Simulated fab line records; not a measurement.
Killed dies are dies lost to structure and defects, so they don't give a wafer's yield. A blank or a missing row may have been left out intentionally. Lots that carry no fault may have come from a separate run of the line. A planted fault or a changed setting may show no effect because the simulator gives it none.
Split-lot trial | flow n5-finfet | 7 lots, 39 wafers read, on a route of 1938 steps

## THE SPLIT ITSELF
At N5_ZERO_LAYER_DEVELOP_10 (develop time 60 s), the setting develop-time-s was moved away from the recipe's 60 s on 15 of the 39 wafers read, by -30.1% to +35.5%. All remaining wafers had this setting at the recipe value.

## FROM SPLIT TO READING: 1 step shown by the file between the two
- N5_ZERO_LAYER_HARDBAKE_23: time 120 s

## THE READING
At N5_ZERO_LAYER_CD_MEAS_11: cd-nm in nanometres, against a target cd of 2000 nm. A value of 1999.6 nm with a standard deviation of 1.5 nm is what fault-free wafers of this fab line usually give.

wafer  | tool, chamber at the split | develop-time-s as run, s | against the recipe | cd-nm, nm | against lot-mates on the recipe
L077.1 | litho-track-02, 0          | 41.92                    | -30.1%             | 1991.0    | -7.4
L077.2 | litho-track-02, 0          | 60                       | recipe             | 1999.6    | -
L077.3 | litho-track-02, 0          | 41.92                    | -30.1%             | 1992.2    | -6.2
L077.4 | litho-track-02, 0          | 41.92                    | -30.1%             | 1990.3    | -8.1
L077.5 | litho-track-02, 0          | 60                       | recipe             | 1998.0    | -
L077.6 | litho-track-02, 0          | 60                       | recipe             | 1997.6    | -
L078.1 | litho-track-02, 0          | 81.28                    | +35.5%             | 2008.8    | +8.3
L078.2 | litho-track-02, 0          | 81.28                    | +35.5%             | 2008.0    | +7.5
L078.3 | litho-track-02, 0          | 60                       | recipe             | 2001.3    | -
L078.4 | litho-track-02, 0          | 60                       | recipe             | 1999.7    | -
L078.5 | litho-track-02, 0          | 81.28                    | +35.5%             | 2007.6    | +7.1
L078.6 | litho-track-02, 0          | 60                       | recipe             | 2000.6    | -
L080.1 | litho-track-02, 0          | 60                       | recipe             | 1998.5    | -
L080.2 | litho-track-02, 0          | 60                       | recipe             | 1999.1    | -
L080.3 | litho-track-02, 0          | 76.33                    | +27.2%             | 2004.5    | +5.6
L080.4 | litho-track-02, 0          | 60                       | recipe             | 1999.2    | -
L080.5 | litho-track-02, 0          | 76.33                    | +27.2%             | 2006.0    | +7.1
L080.6 | litho-track-02, 0          | 76.33                    | +27.2%             | 2003.8    | +4.9
L082.1 | litho-track-05, 0          | 48.09                    | -19.8%             | 1992.9    | -6.1
L082.2 | litho-track-05, 0          | 60                       | recipe             | 1997.6    | -
L082.3 | litho-track-05, 0          | 60                       | recipe             | 1999.5    | -
L082.4 | litho-track-05, 0          | 48.09                    | -19.8%             | 1995.1    | -3.9
L082.5 | litho-track-05, 0          | 60                       | recipe             | 1999.8    | -
L082.6 | litho-track-05, 0          | 48.09                    | -19.8%             | 1994.2    | -4.8
L084.1 | litho-track-05, 0          | 60                       | recipe             | 1999.4    | -
L084.2 | litho-track-05, 0          | 60                       | recipe             | 1998.4    | -
L084.3 | litho-track-05, 0          | 60                       | recipe             | 1997.6    | -
L084.4 | litho-track-05, 0          | 60                       | recipe             | 2000.1    | -
L084.5 | litho-track-05, 0          | 60                       | recipe             | 2001.5    | -
L084.6 | litho-track-05, 0          | 60                       | recipe             | 1999.6    | -
L094.3 | litho-track-02, 0          | 60                       | recipe             | 1999.8    | -
L094.5 | litho-track-02, 0          | 60                       | recipe             | 1998.8    | -
L094.6 | litho-track-02, 0          | 60                       | recipe             | 1999.1    | -
L096.1 | litho-track-01, 0          | 76.64                    | +27.7%             | 2005.1    | +5.5
L096.2 | litho-track-01, 0          | 60                       | recipe             | 2000.4    | -
L096.3 | litho-track-01, 0          | 76.64                    | +27.7%             | 2003.3    | +3.7
L096.4 | litho-track-01, 0          | 60                       | recipe             | 1998.8    | -
L096.5 | litho-track-01, 0          | 76.64                    | +27.7%             | 2004.1    | +4.5
L096.6 | litho-track-01, 0          | 60                       | recipe             | 1999.7    | -

FIT RESULTS
A straight line over all 39 wafers: cd-nm changes by +0.235 nm for each +1% of develop-time-s; r = +0.97; the points scatter about the line by 1.1 nm.
The same after taking each lot's own level away (the mean of its wafers on the recipe; 39 wafers): +0.216 nm for each +1%; r = +0.97; scatter 0.96 nm.
Per that fit: largest develop-time-s move, reading shift of 7.7 nm.
The span of the lots' own levels, 1998.40 to 2000.53 nm, comes to 1.4 times the standard deviation stated above.
Hence the lot-to-lot level has little effect on the slope; both slopes agree.
Check: +7.32 nm against its lot-mates is what the line predicts for one of the wafers moved furthest among these (+35.5%) when that wafer is left out of the fit. It came out at +8.27 nm against them.

## FILE'S OWN FIT
cd-nm changes by +0.213 nm for each +1% of develop-time-s, r = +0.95.
